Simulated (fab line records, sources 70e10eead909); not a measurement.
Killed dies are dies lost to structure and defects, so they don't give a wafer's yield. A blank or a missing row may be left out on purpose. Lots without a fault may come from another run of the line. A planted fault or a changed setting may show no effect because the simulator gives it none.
Which tool did it? | flow nand_harc | 12 lots, 36 wafers sampled, at 5 steps of a route of 1302

WHAT THE GAUGES READ, wafer by wafer
NHARC_END_SORT_01. Usual: killed_at_array 57, standard deviation 18; killed_at_other 0.9, standard deviation 1.3; killed_at_periphery 3.5, standard deviation 2.2; killed_dies 62, standard deviation 18; killed_open 3.0, standard deviation 1.7; killed_short 2.3, standard deviation 1.5.
lot  | measured     | on        | killed_at_array | killed_at_other | killed_at_periphery | killed_dies | killed_open | killed_short | flag
L949 | day 24 17:54 | prober-02 | 50 42 40        | 1 0 0           | 11 5 8              | 62 47 48    | 6 4 2       | 1 5 4        |
L950 | day 25 15:13 | prober-02 | 74 71 61        | 0 1 1           | 3 3 2               | 77 75 64    | 5 1 3       | 5 3 2        |
L951 | day 26 01:46 | prober-02 | 62 50 50        | 3 2 1           | 0 3 3               | 65 55 54    | 2 2 3       | 2 2 1        |
L953 | day 26 22:14 | prober-01 | 48 49 63        | 1 1 1           | 5 3 3               | 54 53 67    | 3 5 5       | 2 0 1        |
L954 | day 27 21:24 | prober-02 | 84 82 81        | 2 1 0           | 1 1 3               | 87 84 84    | 3 4 3       | 1 4 3        |
L956 | day 28 07:41 | prober-02 | 35 28 34        | 0 3 0           | 3 2 2               | 38 33 36    | 4 3 8       | 4 3 1        |
L958 | day 29 00:20 | prober-01 | 20 16 21        | 0 1 0           | 3 2 1               | 23 19 22    | 1 3 1       | 1 0 2        |
L961 | day 29 20:34 | prober-01 | 42 48 40        | 1 1 0           | 4 5 3               | 47 54 43    | 3 5 3       | 1 2 1        |
L963 | day 30 11:17 | prober-02 | 64 82 55        | 1 0 2           | 6 3 7               | 71 85 64    | 5 5 4       | 4 3 3        |
L964 | day 30 18:09 | prober-01 | 46 50 59        | 1 0 1           | 4 6 6               | 51 56 66    | 3 6 4       | 0 1 5        |
L962 | day 30 19:10 | prober-02 | 44 42 44        | 0 1 2           | 3 3 2               | 47 46 48    | 1 0 5       | 1 2 2        |
L971 | day 33 18:53 | prober-02 | 34 34 48        | 0 0 0           | 3 1 4               | 37 35 52    | 4 1 2       | 3 2 3        |

WHICH TOOL RAN EACH LOT (tool, then ch and the chambers of the sampled wafers, then the start)
lot  | NHARC_A_CONTACT_ETCH_88            | NHARC_A_CONTACT_ETCH_134             | NHARC_A_CONTACT_ETCH_98                       | NHARC_A_CONTACT_ALD_18
L949 | rie_diel-11 ch 1,3, day 22 16:05   | har_cap_etch-01 ch 0,1, day 22 17:07 | rie_diel-11 ch 0,3, day 22 20:13 or earlier   | ald_metal-03 ch 2,3, day 22 20:13
L950 | rie_diel-11 ch 0,3, day 23 08:47   | har_cap_etch-02 ch 0,1, day 23 09:49 | rie_diel-05 ch 0,1,2, day 23 12:55 or earlier | ald_metal-01 ch 1,3, day 23 12:55
L951 | rie_diel-05 ch 0,2,3, day 24 00:43 | har_cap_etch-02 ch 0,1, day 24 01:46 | rie_diel-01 ch 0,1,3, day 24 04:52 or earlier | ald_metal-04 ch 1,2, day 24 04:52
L953 | rie_diel-11 ch 0,2, day 24 19:35   | har_cap_etch-02 ch 0, day 24 20:39   | rie_diel-11 ch 1,2,3, day 24 23:37 or earlier | ald_metal-04 ch 1,2, day 24 23:37
L954 | rie_diel-11 ch 1,2,3, day 25 21:29 | har_cap_etch-03 ch 0,1, day 25 22:39 | rie_diel-05 ch 0,1,3, day 26 01:36 or earlier | ald_metal-04 ch 0,1, day 26 01:36
L956 | rie_diel-11 ch 0,1, day 26 05:11   | har_cap_etch-01 ch 0,1, day 26 06:27 | rie_diel-11 ch 1,2,3, day 26 09:28 or earlier | ald_metal-04 ch 1,2,3, day 26 09:28
L958 | rie_diel-11 ch 0,1, day 26 21:10   | har_cap_etch-02 ch 0,1, day 26 22:17 | rie_diel-11 ch 1,2, day 27 01:12 or earlier   | ald_metal-04 ch 0,3, day 27 01:12
L961 | rie_diel-01 ch 0,1,2, day 27 15:51 | har_cap_etch-03 ch 0,1, day 27 18:19 | rie_diel-01 ch 0,1,3, day 27 21:27 or earlier | ald_metal-04 ch 1,2,3, day 27 21:27
L963 | rie_diel-01 ch 0,1,2, day 28 06:45 | har_cap_etch-03 ch 0,1, day 28 07:50 | rie_diel-11 ch 0,1, day 28 11:22 or earlier   | ald_metal-01 ch 0,2,3, day 28 11:22
L964 | rie_diel-11 ch 1,2, day 28 13:29   | har_cap_etch-03 ch 0,1, day 28 14:34 | rie_diel-01 ch 0,2,3, day 28 17:37 or earlier | ald_metal-03 ch 1,2,3, day 28 17:37
L962 | rie_diel-05 ch 1,2,3, day 28 17:19 | har_cap_etch-01 ch 0,1, day 28 18:21 | rie_diel-05 ch 1,2,3, day 28 21:44 or earlier | ald_metal-04 ch 0,1,2, day 28 21:44
L971 | rie_diel-11 ch 1,2,3, day 31 17:10 | har_cap_etch-03 ch 0,1, day 31 18:21 | rie_diel-11 ch 1,2,3, day 31 21:21 or earlier | ald_metal-04 ch 1,2,3, day 31 21:21
- NHARC_A_CONTACT_ETCH_88: etches the open film in CF4, target depth 39 nm, time 65 s.
- NHARC_A_CONTACT_ETCH_134: etches the open film in C4F8/O2/Ar, time 140 s, target depth 700 nm.
- NHARC_A_CONTACT_ETCH_98: etches the open film in C4F6/O2, target depth 20 nm, time 10 s.
- NHARC_A_CONTACT_ALD_18: deposits TiN, target thk 3 nm, pulse time 1 s, ald cycles 150.

WHAT THE TOOLS THEMSELVES READ (means of the sampled wafers that have a number; where no wafer has one, the mark that the record gives instead)
NHARC_A_CONTACT_ETCH_88. Usual: cf4_flow_sccm 150.1 sccm, standard deviation 0.48; drypump_motor_current_A 5.6 A, standard deviation 0.4; oes_product_au 1.000 a.u., standard deviation 0.0098; rf_vpp_V 151.1 V, standard deviation 1.4; showerhead_plenum_p_Torr 1.75 Torr, standard deviation 0.085; throttle_valve_pct 13.283 %, standard deviation 0.0093.
lot  | tool        | cf4_flow_sccm (sccm) | drypump_motor_current_A (A) | oes_product_au (a.u.) | rf_vpp_V (V) | showerhead_plenum_p_Torr (Torr) | throttle_valve_pct (%) | flag
L949 | rie_diel-11 | 150.3                | 5.8                         | 1.006                 | 150.8        | 1.72                            | 13.288                 |
L950 | rie_diel-11 | 150.0                | 5.1                         | 1.015                 | 151.6        | 1.85                            | 13.280                 |
L951 | rie_diel-05 | 150.1                | 5.4                         | 1.004                 | 152.9        | 1.82                            | 13.286                 |
L953 | rie_diel-11 | 150.7                | 5.5                         | 1.007                 | 151.9        | 1.80                            | 13.283                 |
L954 | rie_diel-11 | 150.2                | 5.6                         | 0.999                 | 151.8        | 1.72                            | 13.282                 |
L956 | rie_diel-11 | 150.2                | 5.8                         | 1.000                 | 151.6        | 1.72                            | 13.276                 |
L958 | rie_diel-11 | 150.7                | 5.9                         | 1.005                 | 150.4        | 1.72                            | 13.284                 |
L961 | rie_diel-01 | 150.0                | 5.9                         | 0.992                 | 150.2        | 1.68                            | 13.290                 |
L963 | rie_diel-01 | 150.3                | 5.9                         | 1.005                 | 150.5        | 1.68                            | 13.286                 |
L964 | rie_diel-11 | 150.1                | 6.0                         | 0.993                 | 149.2        | 1.66                            | 13.282                 |
L962 | rie_diel-05 | 150.1                | 5.6                         | 1.004                 | 152.5        | 1.83                            | 13.285                 |
L971 | rie_diel-11 | 149.5                | 5.7                         | 1.005                 | 149.8        | 1.72                            | 13.281                 |

NHARC_A_CONTACT_ETCH_98. Usual: drypump_motor_current_A 5.6 A, standard deviation 0.4; oes_product_au 0.957 a.u., standard deviation 0.019; rf_vpp_V 546 V, standard deviation 3.8; showerhead_plenum_p_Torr 3.89 Torr, standard deviation 0.19; throttle_valve_pct 26.905 %, standard deviation 0.0083.
lot  | tool        | drypump_motor_current_A (A) | oes_product_au (a.u.) | rf_vpp_V (V) | showerhead_plenum_p_Torr (Torr) | throttle_valve_pct (%) | flag
L949 | rie_diel-11 | 5.3                         | 0.963                 | 550          | 4.12                            | 26.904                 |
L950 | rie_diel-05 | 5.6                         | 0.960                 | 548          | 4.01                            | 26.907                 |
L951 | rie_diel-01 | 5.7                         | 0.941                 | 544          | 3.82                            | 26.905                 |
L953 | rie_diel-11 | 5.7                         | 0.944                 | 544          | 3.82                            | 26.908                 |
L954 | rie_diel-05 | 5.3                         | 0.988                 | 550          | 4.07                            | 26.911                 |
L956 | rie_diel-11 | 5.6                         | 0.953                 | 545          | 3.82                            | 26.900                 |
L958 | rie_diel-11 | 6.0                         | 0.966                 | 542          | 3.68                            | 26.901                 |
L961 | rie_diel-01 | 5.7                         | 0.961                 | 546          | 3.80                            | 26.909                 |
L963 | rie_diel-11 | 5.6                         | 0.943                 | 548          | 3.97                            | 26.901                 |
L964 | rie_diel-01 | 6.1                         | 0.958                 | 544          | 3.76                            | 26.902                 |
L962 | rie_diel-05 | 5.6                         | 0.945                 | 549          | 4.06                            | 26.898                 |
L971 | rie_diel-11 | 5.7                         | 0.956                 | 545          | 3.80                            | 26.905                 |

NHARC_A_CONTACT_ALD_18. Usual: heater_power_w 1122 W, standard deviation 84; precursor_pulse_height_rel 1.001, standard deviation 0.019.
lot  | tool         | heater_power_w (W) | precursor_pulse_height_rel | flag
L949 | ald_metal-03 | 1015               | 0.995                      |
L950 | ald_metal-01 | 1120               | 1.001                      |
L951 | ald_metal-04 | 1053               | 1.028                      |
L953 | ald_metal-04 | 1093               | 0.983                      |
L954 | ald_metal-04 | 1096               | 0.985                      |
L956 | ald_metal-04 | 1105               | 1.000                      |
L958 | ald_metal-04 | 1152               | 1.004                      |
L961 | ald_metal-04 | 1102               | 1.020                      |
L963 | ald_metal-01 | 1234               | 1.010                      |
L964 | ald_metal-03 | 1082               | 1.001                      |
L962 | ald_metal-04 | 1099               | 1.018                      |
L971 | ald_metal-04 | 1107               | 1.005                      |

THE ANSWER, worked out from the rows above alone
Rule: a lot is off if the mean of its wafers that have a number lies more than 3 standard deviations from the usual mean. A lot without any number at a reading at which 4 lots or more have one is off too. The other lots that the step has rows for count as sound. The gauges are gone through in route order, then the tools' own readings, and for those a lot's mean is taken as printed above. The first step at which some lot is off is used, and at that step the reading that is off furthest; a lot without a number counts as furthest.
No lot is off at any reading shown: from this, nothing can be told.

WHAT THE SIMULATOR HAD PUT IN
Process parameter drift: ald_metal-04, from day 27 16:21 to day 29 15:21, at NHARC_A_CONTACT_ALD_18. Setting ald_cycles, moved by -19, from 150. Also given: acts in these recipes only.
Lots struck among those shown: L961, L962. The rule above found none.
